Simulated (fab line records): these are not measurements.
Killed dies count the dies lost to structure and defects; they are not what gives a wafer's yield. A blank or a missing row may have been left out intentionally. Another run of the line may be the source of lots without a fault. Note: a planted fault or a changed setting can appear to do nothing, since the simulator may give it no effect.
fab line records	flow n5Finfet	part 1 of 2: steps 1 to 25 of 34
record: lots: 5	wafers: 15	lastDay: 17
route steps=1938 shown BEOL_M15@1775
lots untouched by any fault: they come from a run of this same line in which no faults occurred
startH: start of the lot's first displayed wafer, in hours after the record's first day	waitH: how many hours have passed since the lot's step before this one	" identical to the entry in the row above	L1.1+2: several wafers, shown together as one row	- either no value or no given start	* or withheld: withheld	< > ~ a bound
route shown NAME@n: NAME is a module with steps in the file, n the number in the route of the first one	usual: mean/standard deviation of fault-free wafers	same: alike in all rows	chamber/n: place in a boat	sites: readings site by site	_std_site: standard deviation across them	_edge_site: mean of outer sites minus mean of inner sites	radiusMm: for every site, how far away it sits from the centre of the wafer	mask NAME#n: copy n	behind: the most recent tool/chamber to have shaped the wafer	hold: why the lot was held/for how many hours/how that ended	device: names the non-switching transistor (n, p or np)	end of line: tests of these same wafers at the route's end	a step without rows: its recipe alone	killed: count of dies lost to structure and defects at first sort (not the wafer's yield)	map: a wafer's dies, marking killed ones x, the rest . and places with no die _
set.NAME: the setting that was run; set.NAME@STEP: the one run at that earlier step	model.NAME: the simulator's own value behind a step, which no gauge read
lots at selected steps of the route; one table per step, one row per wafer
services: a tool's chamber out of use, with start hour (startH, from the record's first day; less than 0 if before it), hours out, and reason
== steps ==
step: N5_BEOL_M15_COAT_58
recipe: resist: BARC	tempC: 205	timeS: 60	spinRpm: 1500	resistThkNm: 89
lot.wafer	tool	chamber	startH	waitH
L074.1+3+4	lithoTrack-01	0	240.34	0.0
L082.2+4+5	lithoTrack-01	0	298.41	0.0
L090.2+4+5	lithoTrack-03	0	349.07	0.0
L094.1+2+4	lithoTrack-02	0	375.49	0.0
L097.1+2+6	lithoTrack-03	0	390.74	0.0
step: N5_BEOL_M15_COAT_04
recipe: spinRpm: 1704	resistThkNm: 800
lot.wafer	tool	chamber	startH	waitH
L074.1+3+4	lithoTrack-01	0	-	-
L082.2+4+5	lithoTrack-01	0	-	-
L090.2+4+5	lithoTrack-03	0	-	-
L094.1+2+4	lithoTrack-02	0	-	-
L097.1+2+6	lithoTrack-03	0	-	-
step: N5_BEOL_M15_EBR_06
recipe: solvent: PGMEA	ebrWidthMm: 1.5
lot.wafer	tool	chamber	startH	waitH
L074.1+3+4	lithoTrack-01	0	-	-
L082.2+4+5	lithoTrack-01	0	-	-
L090.2+4+5	lithoTrack-03	0	-	-
L094.1+2+4	lithoTrack-02	0	-	-
L097.1+2+6	lithoTrack-03	0	-	-
step: N5_BEOL_M15_SOFTBAKE_05
recipe: tempC: 130	timeS: 60
lot.wafer	tool	chamber	startH	waitH
L074.1+3+4	lithoTrack-01	0	-	-
L082.2+4+5	lithoTrack-01	0	-	-
L090.2+4+5	lithoTrack-03	0	-	-
L094.1+2+4	lithoTrack-02	0	-	-
L097.1+2+6	lithoTrack-03	0	-	-
step: N5_BEOL_M15_EXPOSE_07
recipe: maskId: V14	na: 0.8	sourceShape: annular	sigmaInner: 0.5	sigmaOuter: 0.8	polarization: unpolarized	attpsmPhaseDeg: 180	doseMj: 41.25
lot.wafer	tool	chamber	startH	waitH	mask
L074.1+3+4	krfScanner-02	0	240.57	-	V14#0
L082.2+4+5	krfScanner-01	0	298.64	-	V14#0
L090.2+4+5	krfScanner-02	0	349.30	-	V14#0
L094.1+2+4	krfScanner-01	0	375.59	-	V14#0
L097.1+2+6	krfScanner-02	0	390.97	-	V14#0
step: N5_BEOL_M15_PEB_08
recipe: pebTempC: 130	pebTimeS: 90
lot.wafer	tool	chamber	startH	waitH
L074.1+3+4	lithoTrack-01	0	240.63	0.1
L082.2+4+5	lithoTrack-03	0	298.69	0.0
L090.2+4+5	lithoTrack-02	0	349.35	0.0
L094.1+2+4	lithoTrack-02	0	375.64	0.1
L097.1+2+6	lithoTrack-02	0	391.02	0.1
step: N5_BEOL_M15_DEVELOP_09
recipe: developTimeS: 45	rinseLiquid: diw	dry: airSpin	devTempC: 21
same: developTimeS: 45
lot.wafer	tool	chamber	startH	waitH
L074.1+3+4	lithoTrack-01	0	-	-
L082.2+4+5	lithoTrack-03	0	-	-
L090.2+4+5	lithoTrack-02	0	-	-
L094.1+2+4	lithoTrack-02	0	-	-
L097.1+2+6	lithoTrack-02	0	-	-
step: N5_BEOL_M15_HARDBAKE_14
recipe: tempC: 130	timeS: 120
lot.wafer	tool	chamber	startH	waitH
L074.1+3+4	lithoTrack-01	0	-	-
L082.2+4+5	lithoTrack-03	0	-	-
L090.2+4+5	lithoTrack-02	0	-	-
L094.1+2+4	lithoTrack-02	0	-	-
L097.1+2+6	lithoTrack-02	0	-	-
step: N5_BEOL_M15_CD_MEAS_10
recipe: targetCdNm: 360	landingEnergyEv: 500	detector: seInlens	polarity: opening
usual: cdNm: 359.2/1.6
lot.wafer	tool	chamber	startH	waitH	cdNm
L074.1	cdSem-01	0	240.74	-	358.6
L074.3	"	0	"	"	359.2
L074.4	"	0	"	"	359.6
L082.2	cdSem-02	0	298.81	-	358.5
L082.4	"	0	"	"	359.6
L082.5	"	0	"	"	359.8
L090.2	cdSem-03	0	349.47	-	359.9
L090.4	"	0	"	"	361.6
L090.5	"	0	"	"	360.5
L094.1	cdSem-01	0	375.76	-	358.3
L094.2	"	0	"	"	356.9
L094.4	"	0	"	"	358.3
L097.1	cdSem-01	0	391.14	-	359.1
L097.2	"	0	"	"	358.0
L097.6	"	0	"	"	358.4
step: N5_BEOL_M15_OVL_MEAS_11
recipe: pointsPerWafer: 44
usual: V14_OVL: -3/6
lot.wafer	tool	chamber	startH	waitH	V14_OVL[nm]
L074.1	overlay-02	0	240.77	0.0	-2
L074.3	"	0	"	"	-1
L074.4	"	0	"	"	2
L082.2	overlay-02	0	298.84	0.0	2
L082.4	"	0	"	"	-2
L082.5	"	0	"	"	4
L090.2	overlay-01	0	349.50	0.0	-13
L090.4	"	0	"	"	-11
L090.5	"	0	"	"	-6
L094.1	overlay-01	0	375.79	0.0	-6
L094.2	"	0	"	"	-5
L094.4	"	0	"	"	-9
L097.1	overlay-01	0	391.17	0.0	2
L097.2	"	0	"	"	-3
L097.6	"	0	"	"	-9
step: N5_BEOL_M15_INSPECT_12
recipe: mode: adi	inspectInstrument: macro
usual: rawDefectCount: 2.0/1.5
lot.wafer	tool	chamber	startH	waitH	rawDefectCount
L074.1	defectInspect-01	-	240.79	0.0	0
L074.3	"	-	"	"	3
L074.4	"	-	"	"	1
L082.2	defectInspect-02	-	298.86	0.0	1
L082.4	"	-	"	"	1
L082.5	"	-	"	"	2
L090.2	defectInspect-02	-	349.52	0.0	3
L090.4	"	-	"	"	2
L090.5	"	-	"	"	3
L094.1	defectInspect-02	-	375.82	0.0	2
L094.2	"	-	"	"	3
L094.4	"	-	"	"	0
L097.1	defectInspect-02	-	391.19	0.0	1
L097.2	"	-	"	"	3
L097.6	"	-	"	"	0
step: N5_BEOL_M15_DESCUM_15
recipe: chemistry: O2	timeS: 7.9	sourcePowerW: 50	biasPowerW: 20	pressureMtorr: 20	rfFrequencyHz: 2.712e+07	tempC: 40	o2FlowSccm: 225
usual: chamberPressureMTorr: 20.003/0.026	drypumpMotorCurrentA: 5.7/0.41	oesProductAu: 0.78/0.093	rfVppV: 243.2/1.5	showerheadPlenumPTorr: 2.09/0.07	throttleValvePct: 20.36/0.25
lot.wafer	tool	chamber	startH	waitH	chamberPressureMTorr	drypumpMotorCurrentA	oesProductAu	rfHoursCounterH	rfVppV	showerheadPlenumPTorr	throttleValvePct
L074.1	rieDiel-04	2	241.05	0.3	19.995	5.6	0.75	157	243.2	2.08	19.95
L074.3	"	3	"	"	20.012	5.4	0.85	77	242.0	2.03	20.20
L074.4	"	0	"	"	20.044	6.5	0.80	121	244.7	2.19	20.59
L082.2	rieDiel-01	3	298.89	0.0	20.001	5.5	0.68	245	244.8	2.15	20.51
L082.4	"	3	"	"	20.006	5.5	0.68	-	245.6	2.15	20.53
L082.5	"	1	"	"	20.007	5.6	0.69	-	242.8	2.08	20.67
L090.2	rieDiel-04	3	349.71	0.2	20.019	5.4	0.82	110	241.1	2.02	20.23
L090.4	"	2	"	"	20.016	5.6	0.72	189	241.7	2.07	19.97
L090.5	"	3	"	"	19.990	5.4	0.81	-	241.6	2.02	20.23
L094.1	rieDiel-01	2	375.85	0.0	19.996	5.5	0.91	24	245.2	2.14	20.31
L094.2	"	3	"	"	20.000	5.5	0.94	7	244.9	2.14	20.16
L094.4	"	3	"	"	20.009	5.5	0.93	-	243.7	2.14	20.17
L097.1	rieDiel-04	1	391.54	0.3	20.000	6.5	0.67	241	242.8	2.07	20.47
L097.2	"	2	"	"	20.014	5.6	0.71	203	242.8	2.06	20.00
L097.6	"	0	"	"	19.990	6.5	0.75	-	244.3	2.17	20.67
step: N5_BEOL_M15_ETCH_59
recipe: chemistry: N2/H2	target: BARC	targetDepthA: 890	overetchA: 267	timeS: 67.9	ionEnergyEv: 200	pressureMtorr: 30	sourceW: 840	biasW: 150	n2FlowSccm: 200	h2FlowSccm: 200
usual: chamberPressureMTorr: 30.002/0.026	drypumpMotorCurrentA: 5.7/0.41	oesProductAu: 0.66/0.074	rfVppV: 523.7/2.7	showerheadPlenumPTorr: 2.54/0.087	throttleValvePct: 17.87/0.24
lot.wafer	tool	chamber	startH	waitH	chamberPressureMTorr	drypumpMotorCurrentA	oesProductAu	rfHoursCounterH	rfVppV	showerheadPlenumPTorr	throttleValvePct
L074.1	rieDiel-04	2	241.08	0.0	30.001	5.6	0.63	157	523.9	2.56	17.63
L074.3	"	3	"	"	29.975	5.4	0.73	77	521.6	2.49	17.88
L074.4	"	0	"	"	29.930	6.5	0.68	121	526.7	2.66	18.14
L082.2	rieDiel-01	3	298.93	0.0	29.996	5.5	0.59	245	526.1	2.61	17.95
L082.4	"	3	"	"	29.953	5.5	0.59	-	525.0	2.61	17.95
L082.5	"	1	"	"	29.995	5.6	0.59	-	523.0	2.52	18.23
L090.2	rieDiel-04	3	349.75	0.0	30.042	5.4	0.69	110	522.3	2.47	17.94
L090.4	"	2	"	"	30.051	5.6	0.61	189	522.3	2.54	17.68
L090.5	"	3	"	"	29.997	5.4	0.70	-	520.5	2.47	17.94
L094.1	rieDiel-01	2	375.89	0.0	30.001	5.5	0.77	24	525.0	2.61	17.93
L094.2	"	3	"	"	29.997	5.5	0.80	7	525.4	2.60	17.56
L094.4	"	3	"	"	30.004	5.5	0.79	-	524.7	2.60	17.56
L097.1	rieDiel-04	1	391.57	0.0	29.998	6.6	0.58	241	522.1	2.48	17.64
L097.2	"	2	"	"	30.030	5.6	0.60	203	524.0	2.54	17.70
L097.6	"	0	"	"	29.990	6.6	0.64	-	526.9	2.64	18.23
step: N5_BEOL_M15_VIA_ETCH_16
recipe: chemistry: C4F8/O2/Ar	target: SiO2	heInnerTorr: 15	heOuterTorr: 30	targetDepthA: 17922	timeS: withheld	ionEnergyEv: 800	pressureMtorr: 20	sourceW: 1905	biasW: 2040	Ar_flow_sccm: 400	C4F8_flow_sccm: 16	O2_flow_sccm: 12	ends: cleared
usual: chamberPressureMTorr: 20.002/0.019	drypumpMotorCurrentA: 5.7/0.41	heOuterTorr: 30.00/0.062	oesProductAu: 0.70/0.081	rfVppV: 2222/42	showerheadPlenumPTorr: 3.44/0.11	throttleValvePct: 30.78/0.28
lot.wafer	tool	chamber	startH	waitH	chamberPressureMTorr	drypumpMotorCurrentA	heOuterTorr	oesProductAu	rfVppV	showerheadPlenumPTorr	throttleValvePct
L074.1	rieDiel-04	2	241.14	0.0	20.003	5.6	30.03	0.68	2231	3.43	30.33
L074.3	"	3	"	"	19.998	5.4	29.92	0.77	2176	3.35	30.63
L074.4	"	0	"	"	20.010	6.6	29.89	0.72	2240	3.61	31.34
L082.2	rieDiel-01	3	298.98	0.0	19.982	5.5	29.91	0.61	2302	3.53	30.95
L082.4	"	3	"	"	20.012	5.5	29.95	0.62	2304	3.53	30.96
L082.5	"	1	"	"	19.979	5.6	30.00	0.62	2207	3.38	30.81
L090.2	rieDiel-04	3	349.80	0.0	19.990	5.4	30.01	0.73	2175	3.33	30.67
L090.4	"	2	"	"	20.022	5.6	30.00	0.65	2228	3.41	30.36
L090.5	"	3	"	"	19.960	5.4	30.00	0.73	2176	3.33	30.66
L094.1	rieDiel-01	2	375.94	0.0	20.000	5.5	30.10	0.80	2226	3.52	31.05
L094.2	"	3	"	"	19.984	5.5	29.96	0.85	2303	3.52	30.72
L094.4	"	3	"	"	19.981	5.5	30.00	0.85	2302	3.52	30.72
L097.1	rieDiel-04	1	391.62	0.0	19.998	6.5	29.96	0.61	2197	3.38	30.59
L097.2	"	2	"	"	20.033	5.6	30.02	0.64	2227	3.41	30.38
L097.6	"	0	"	"	20.022	6.5	29.84	0.68	2237	3.59	31.36
step: N5_BEOL_M15_STRIP_63
recipe: chemistry: O2	powerW: 600	tempC: 60	pressureMtorr: 30	rfFrequencyHz: 6e+07	biasPowerW: 0	overashFraction: 0.3	o2FlowSccm: 225
usual: chamberPressureMTorr: 30.00/0.044	drypumpMotorCurrentA: 5.7/0.42	oesProductAu: 0.78/0.093	rfVppV: 3.7/0.77	showerheadPlenumPTorr: 2.09/0.069	throttleValvePct: 16.62/0.24
lot.wafer	tool	chamber	startH	waitH	chamberPressureMTorr	drypumpMotorCurrentA	oesProductAu	rfHoursCounterH	rfVppV	showerheadPlenumPTorr	throttleValvePct
L074.1	rieDiel-04	2	-	-	30.03	5.6	0.74	157	3.1	2.08	16.25
L074.3	"	3	"	"	29.99	5.4	0.86	77	3.3	2.04	16.45
L074.4	"	0	"	"	30.03	6.6	0.80	121	3.1	2.19	16.82
L082.2	rieDiel-01	3	-	-	30.00	5.5	0.68	245	3.4	2.15	16.78
L082.4	"	3	"	"	29.95	5.5	0.67	-	5.3	2.15	16.79
L082.5	"	1	"	"	30.05	5.6	0.69	-	4.9	2.08	16.94
L090.2	rieDiel-04	3	-	-	29.94	5.4	0.82	110	4.5	2.02	16.47
L090.4	"	2	"	"	29.96	5.6	0.73	189	4.5	2.07	16.34
L090.5	"	3	"	"	30.03	5.4	0.82	-	3.5	2.02	16.53
L094.1	rieDiel-01	2	-	-	29.98	5.5	0.90	24	3.2	2.14	16.49
L094.2	"	3	"	"	29.97	5.5	0.94	7	3.5	2.15	16.36
L094.4	"	3	"	"	29.94	5.5	0.94	-	4.1	2.15	16.36
L097.1	rieDiel-04	1	-	-	29.94	6.5	0.66	241	4.5	2.08	16.76
L097.2	"	2	"	"	29.96	5.6	0.70	203	4.1	2.06	16.36
L097.6	"	0	"	"	29.94	6.6	0.75	-	3.8	2.17	16.91
step: N5_BEOL_M15_STRIP_64
recipe: chemistry: O2	powerW: 600	tempC: 60	pressureMtorr: 30	rfFrequencyHz: 6e+07	biasPowerW: 0	overashFraction: 0.3	o2FlowSccm: 225
usual: chamberPressureMTorr: 30.003/0.029	drypumpMotorCurrentA: 5.7/0.42	oesProductAu: 0.78/0.093	rfVppV: 3.7/0.5	showerheadPlenumPTorr: 2.09/0.069	throttleValvePct: 16.62/0.24
lot.wafer	tool	chamber	startH	waitH	chamberPressureMTorr	drypumpMotorCurrentA	oesProductAu	rfHoursCounterH	rfVppV	showerheadPlenumPTorr	throttleValvePct
L074.1	rieDiel-04	2	-	-	29.999	5.6	0.75	157	4.4	2.08	16.27
L074.3	"	3	"	"	30.002	5.4	0.85	77	3.5	2.04	16.44
L074.4	"	0	"	"	30.020	6.5	0.80	121	3.3	2.19	16.83
L082.2	rieDiel-01	3	-	-	30.048	5.5	0.67	245	2.8	2.15	16.79
L082.4	"	3	"	"	29.977	5.5	0.68	-	4.7	2.15	16.81
L082.5	"	1	"	"	29.979	5.6	0.69	-	3.1	2.08	16.94
L090.2	rieDiel-04	3	-	-	29.970	5.4	0.81	110	4.5	2.02	16.51
L090.4	"	2	"	"	30.001	5.6	0.72	189	4.3	2.07	16.33
L090.5	"	3	"	"	30.031	5.4	0.82	-	3.2	2.02	16.51
L094.1	rieDiel-01	2	-	-	29.967	5.5	0.91	24	4.1	2.14	16.49
L094.2	"	3	"	"	30.009	5.5	0.93	7	3.1	2.15	16.37
L094.4	"	3	"	"	29.958	5.5	0.94	-	4.1	2.15	16.36
L097.1	rieDiel-04	1	-	-	29.989	6.6	0.67	241	2.9	2.08	16.76
L097.2	"	2	"	"	30.001	5.6	0.71	203	3.0	2.06	16.37
L097.6	"	0	"	"	29.990	6.5	0.76	-	2.5	2.17	16.91
step: N5_BEOL_M15_STRIP_65
recipe: chemistry: postEtchResidueRemover	timeS: 60	tempC: 25	removerPh: withheld	removerWaterWtPct: withheld	removerFluorideWtPct: withheld
lot.wafer	tool	chamber	startH	waitH
L074.1+3+4	wetBench-02	2,7,3	241.49	-
L082.2+4+5	wetBench-02	2,4,3	299.33	-
L090.2+4+5	wetBench-05	2,3,1	350.15	-
L094.1+2+4	wetBench-03	2,0,1	376.29	-
L097.1+2+6	wetBench-05	6,0,2	391.97	-
step: N5_BEOL_M15_SRD_66
recipe: timeS: 30	tempC: 23	rinseLiquid: diw	dry: n2Spin	spinRpm: 1500	dryTimeS: 30
usual: bathHeatDutyPct: 3.5/0.48	doSupplyPpb: 10.01/0.097
lot.wafer	tool	chamber	startH	waitH	bathHeatDutyPct	doSupplyPpb
L074.1	wetBench-02	2	241.51	0.0	3.6	9.91
L074.3	"	7	"	"	2.8	10.20
L074.4	"	3	"	"	4.2	9.91
L082.2	wetBench-02	2	299.35	0.0	3.5	9.79
L082.4	"	4	"	"	3.1	9.98
L082.5	"	3	"	"	4.3	9.99
L090.2	wetBench-05	2	350.17	0.0	3.7	10.02
L090.4	"	3	"	"	3.4	10.08
L090.5	"	1	"	"	4.0	10.07
L094.1	wetBench-03	2	376.31	0.0	3.6	10.19
L094.2	"	0	"	"	4.0	9.89
L094.4	"	1	"	"	3.2	10.08
L097.1	wetBench-05	6	391.99	0.0	3.0	10.01
L097.2	"	0	"	"	3.0	9.90
L097.6	"	2	"	"	3.9	10.06
step: N5_BEOL_M15_CD_MEAS_17
recipe: targetCdNm: 360	polarity: opening
usual: cdNm: 359.7/2.1
lot.wafer	tool	chamber	startH	waitH	cdNm
L074.1	cdSem-01	-	241.55	0.0	359.6
L074.3	"	-	"	"	359.4
L074.4	"	-	"	"	358.5
L082.2	cdSem-02	-	299.39	0.0	360.5
L082.4	"	-	"	"	361.4
L082.5	"	-	"	"	359.9
L090.2	cdSem-02	-	350.21	0.0	359.6
L090.4	"	-	"	"	363.8
L090.5	"	-	"	"	360.1
L094.1	cdSem-03	-	376.35	0.0	358.4
L094.2	"	-	"	"	355.9
L094.4	"	-	"	"	358.4
L097.1	cdSem-03	-	392.03	0.0	358.2
L097.2	"	-	"	"	360.5
L097.6	"	-	"	"	358.7
step: N5_BEOL_M15_COAT_56
recipe: resist: SOC	tempC: 250	timeS: 60	spinRpm: 1500	resistThkNm: 550
lot.wafer	tool	chamber	startH	waitH
L074.1+3+4	lithoTrack-01	0	241.58	0.0
L082.2+4+5	lithoTrack-03	0	299.43	0.0
L090.2+4+5	lithoTrack-03	0	350.25	0.0
L094.1+2+4	lithoTrack-03	0	376.39	0.0
L097.1+2+6	lithoTrack-01	0	392.07	0.0
step: N5_BEOL_M15_ETCH_57
recipe: chemistry: N2/H2	target: SOC	sourceW: 3000	biasW: 350	timeS: 750	ionEnergyEv: 200	pressureMtorr: 30	n2FlowSccm: 200	h2FlowSccm: 200
usual: chamberPressureMTorr: 29.996/0.029	drypumpMotorCurrentA: 5.7/0.39	oesProductAu: 0.78/0.09	rfVppV: 523.4/2.8	showerheadPlenumPTorr: 2.52/0.098	throttleValvePct: 17.74/0.22
lot.wafer	tool	chamber	startH	waitH	chamberPressureMTorr	drypumpMotorCurrentA	oesProductAu	rfHoursCounterH	rfVppV	showerheadPlenumPTorr	throttleValvePct
L074.1	rieDiel-05	0	241.86	-	30.010	6.0	0.68	227	519.3	2.40	17.91
L074.3	"	1	"	"	29.978	5.7	0.78	120	518.3	2.34	17.88
L074.4	"	2	"	"	30.019	5.6	0.86	54	525.6	2.60	17.46
L082.2	rieDiel-05	0	299.50	-	30.021	6.0	0.67	245	519.0	2.39	17.97
L082.4	"	1	"	"	30.009	5.7	0.75	139	519.2	2.33	17.89
L082.5	"	1	"	"	30.010	5.7	0.76	-	519.2	2.33	17.90
L090.2	rieDiel-04	3	350.31	-	30.021	5.4	0.81	110	519.8	2.47	17.80
L090.4	"	2	"	"	30.006	5.6	0.72	189	522.8	2.54	17.57
L090.5	"	3	"	"	29.991	5.4	0.81	-	521.8	2.47	17.81
L094.1	rieDiel-01	1	376.45	-	29.968	5.6	0.67	249	523.3	2.51	18.16
L094.2	"	2	"	"	30.062	5.5	0.90	24	526.8	2.61	17.80
L094.4	"	1	"	"	29.959	5.6	0.66	-	523.0	2.51	18.14
L097.1	rieDiel-04	1	392.29	-	30.055	6.5	0.67	242	522.7	2.48	17.55
L097.2	"	3	"	"	30.000	5.4	0.80	124	521.2	2.47	17.84
L097.6	"	2	"	"	30.033	5.6	0.71	-	524.4	2.54	17.60
step: N5_BEOL_M15_COAT_60
recipe: resist: BARC	tempC: 205	timeS: 60	spinRpm: 1500	resistThkNm: 89
lot.wafer	tool	chamber	startH	waitH
L074.1+3+4	lithoTrack-01	0	242.37	0.3
L082.2+4+5	lithoTrack-03	0	300.00	0.3
L090.2+4+5	lithoTrack-03	0	350.81	0.3
L094.1+2+4	lithoTrack-03	0	376.95	0.3
L097.1+2+6	lithoTrack-01	0	392.79	0.3
step: N5_BEOL_M15_COAT_22
recipe: spinRpm: 1704	resistThkNm: 800
lot.wafer	tool	chamber	startH	waitH
L074.1+3+4	lithoTrack-01	0	-	-
L082.2+4+5	lithoTrack-03	0	-	-
L090.2+4+5	lithoTrack-03	0	-	-
L094.1+2+4	lithoTrack-03	0	-	-
L097.1+2+6	lithoTrack-01	0	-	-
step: N5_BEOL_M15_EBR_24
recipe: solvent: PGMEA	ebrWidthMm: 1.5
lot.wafer	tool	chamber	startH	waitH
L074.1+3+4	lithoTrack-01	0	-	-
L082.2+4+5	lithoTrack-03	0	-	-
L090.2+4+5	lithoTrack-03	0	-	-
L094.1+2+4	lithoTrack-03	0	-	-
L097.1+2+6	lithoTrack-01	0	-	-
step: N5_BEOL_M15_SOFTBAKE_23
recipe: tempC: 130	timeS: 60
lot.wafer	tool	chamber	startH	waitH
L074.1+3+4	lithoTrack-01	0	-	-
L082.2+4+5	lithoTrack-03	0	-	-
L090.2+4+5	lithoTrack-03	0	-	-
L094.1+2+4	lithoTrack-03	0	-	-
L097.1+2+6	lithoTrack-01	0	-	-
